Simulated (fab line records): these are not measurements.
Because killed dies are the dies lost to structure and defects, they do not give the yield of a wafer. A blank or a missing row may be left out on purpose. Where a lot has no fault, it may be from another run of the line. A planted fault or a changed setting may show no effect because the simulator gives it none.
Matching of chambers ; flow n5-finfet ; 4 sister chambers for N5_BEOL_M2_ETCHBACK_99 on rie-diel-03
The step etches SiO2 in CHF3, target depth 5 nm, time 10.4 s. 22 wafers are shown with their chamber, then 11 later ones without.

## WAFERS, EACH WITH ITS CHAMBER
wafer;chamber;drypump-motor-current-A (A);showerhead-plenum-p-Torr (Torr);throttle-valve-pct (%)
L076.3;2;5.7;2.04;16.9
L076.4;1;5.9;2.25;17.5
L076.5;3;6.1;2.03;17.0
L077.3;2;5.6;2.04;16.9
L077.4;2;5.6;2.04;16.9
L077.5;3;6.1;2.03;17.0
L079.3;1;5.9;2.25;17.5
L079.4;2;5.6;2.04;16.9
L079.6;1;5.9;2.25;17.6
L080.2;1;5.9;2.25;17.5
L080.4;3;6.1;2.03;17.0
L080.6;1;5.9;2.25;17.6
L082.1;0;4.9;2.12;16.7
L082.4;1;5.9;2.25;17.6
L082.6;1;5.9;2.25;17.6
L084.2;2;5.6;2.03;17.0
L084.4;0;4.9;2.11;16.7
L084.5;1;5.9;2.24;17.6
L090.1;0;4.9;2.11;16.7
L090.2;2;5.7;2.03;17.0
L090.6;0;4.9;2.11;16.7
L091.3;0;4.9;2.11;16.7

SIGNATURES, as means of the wafers listed above
reading;chamber 0;chamber 1;chamber 2;chamber 3;scatter within a chamber
drypump-motor-current-A;4.900;5.900;5.633;6.100;0.0272
showerhead-plenum-p-Torr;2.1120;2.2488;2.0367;2.0300;0.00409
throttle-valve-pct;16.700;17.562;16.933;17.000;0.0422
Rule: a wafer lies at a distance from a chamber equal to the root of the sum of squares, over the readings, of (its reading less the chamber's mean, divided by the reading's scatter). The wafer belongs to the nearest chamber; if the next one is less than 2 further off, it can't be placed. How the scatter is found: for the shown wafers, subtract from each reading the mean of its chamber, square and add these, divide the total by (wafers less chambers), then take the root.

## WAFERS MISSING THEIR CHAMBER
wafer;drypump-motor-current-A (A);showerhead-plenum-p-Torr (Torr);throttle-valve-pct (%)
L091.4;5.9;2.24;17.6
L091.5;4.8;2.11;16.7
L092.1;4.8;2.11;16.8
L092.3;5.9;2.24;17.6
L092.6;5.6;2.03;17.0
L095.1;6.1;2.29;16.6
L095.2;5.9;2.23;17.6
L095.3;5.6;2.02;17.0
L097.3;4.9;2.10;16.8
L097.5;5.6;2.02;17.0
L097.6;6.1;2.28;16.6

## THE CHAMBER EACH PASSED THROUGH
wafer;from the rows above;in truth
L091.4;1;1
L091.5;0;0
L092.1;0;0
L092.3;1;1
L092.6;2;2
L095.1;1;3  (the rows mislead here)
L095.2;1;1
L095.3;2;2
L097.3;0;0
L097.5;2;2
L097.6;1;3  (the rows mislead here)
Correct placement for 9 of the 11. Not placeable from these rows: 0. Placed wrongly: 2.
